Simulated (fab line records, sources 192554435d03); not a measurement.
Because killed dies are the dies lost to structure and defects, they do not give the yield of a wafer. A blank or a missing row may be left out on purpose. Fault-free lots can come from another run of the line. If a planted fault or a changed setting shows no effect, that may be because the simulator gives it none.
Matching of chambers + flow n5Finfet + N5_MOL_CONTACT_COAG_ETCH_89 on rieDiel-04 has 4 sister chambers
The step etches underlayer in N2/H2, target depth 13 nm, time 10.4 s. 16 wafers are shown with their chamber, then 8 later ones without.

## WAFERS, EACH WITH ITS CHAMBER
| wafer  | chamber | throttleValvePct (%) | showerheadPlenumPTorr (Torr) | drypumpMotorCurrentA (A) |
|--------|---------|----------------------|------------------------------|--------------------------|
| L074.1 | 3       | 17.81                | 2.47                         | 5.1                      |
| L074.3 | 0       | 17.59                | 2.47                         | 5.9                      |
| L074.4 | 2       | 17.59                | 2.54                         | 6.0                      |
| L077.3 | 1       | 18.24                | 2.63                         | 5.8                      |
| L077.5 | 0       | 17.58                | 2.46                         | 6.0                      |
| L077.6 | 3       | 17.83                | 2.47                         | 5.2                      |
| L081.1 | 3       | 17.83                | 2.47                         | 5.1                      |
| L081.2 | 2       | 17.60                | 2.53                         | 6.0                      |
| L081.6 | 2       | 17.61                | 2.53                         | 6.0                      |
| L084.1 | 1       | 18.26                | 2.63                         | 5.9                      |
| L084.2 | 3       | 17.84                | 2.46                         | 5.1                      |
| L084.5 | 0       | 17.63                | 2.46                         | 5.9                      |
| L086.3 | 1       | 18.28                | 2.62                         | 5.9                      |
| L086.4 | 2       | 17.62                | 2.53                         | 6.0                      |
| L086.6 | 0       | 17.61                | 2.46                         | 6.0                      |
| L089.1 | 2       | 17.62                | 2.53                         | 6.0                      |

SIGNATURES (means of the wafers above)
| reading               | chamber 0 | chamber 1 | chamber 2 | chamber 3 | scatter within a chamber |
|-----------------------|-----------|-----------|-----------|-----------|--------------------------|
| throttleValvePct      | 17.6025   | 18.2600   | 17.6080   | 17.8275   | 0.0169                   |
| showerheadPlenumPTorr | 2.4625    | 2.6267    | 2.5320    | 2.4675    | 0.00497                  |
| drypumpMotorCurrentA  | 5.950     | 5.867     | 6.000     | 5.125     | 0.0449                   |
Rule: for a wafer and a chamber, the distance is found by dividing, reading by reading, the gap between the wafer's reading and the chamber's mean by the reading's scatter, squaring, summing and taking the root. If the next closest chamber is less than 2 further off than the closest, the wafer can't be placed; otherwise it belongs to the closest. The scatter: the root of (the sum of the squares of (reading less its chamber's mean) over the shown wafers, divided by (wafers less chambers)).

## WAFERS MISSING THEIR CHAMBER
| wafer  | throttleValvePct (%) | showerheadPlenumPTorr (Torr) | drypumpMotorCurrentA (A) |
|--------|----------------------|------------------------------|--------------------------|
| L089.3 | 18.27                | 2.62                         | 5.9                      |
| L089.6 | 17.64                | 2.53                         | 6.0                      |
| L092.2 | 17.87                | 2.46                         | 5.2                      |
| L092.3 | 17.63                | 2.52                         | 6.0                      |
| L092.5 | 17.87                | 2.46                         | 5.1                      |
| L096.3 | 17.67                | 2.52                         | 6.0                      |
| L096.5 | 17.67                | 2.45                         | 5.9                      |
| L096.6 | 17.89                | 2.62                         | 5.9                      |

## WHICH CHAMBER EACH WENT THROUGH
| wafer  | from the rows above | in truth |
|--------|---------------------|----------|
| L089.3 | 1                   | 1        |
| L089.6 | 2                   | 2        |
| L092.2 | 3                   | 3        |
| L092.3 | 2                   | 2        |
| L092.5 | 3                   | 3        |
| L096.3 | 2                   | 2        |
| L096.5 | 0                   | 0        |
| L096.6 | 1                   | 1        |
Correctly placed: 8 of 8. From these rows, 0 cannot be placed. Wrongly placed: 0.
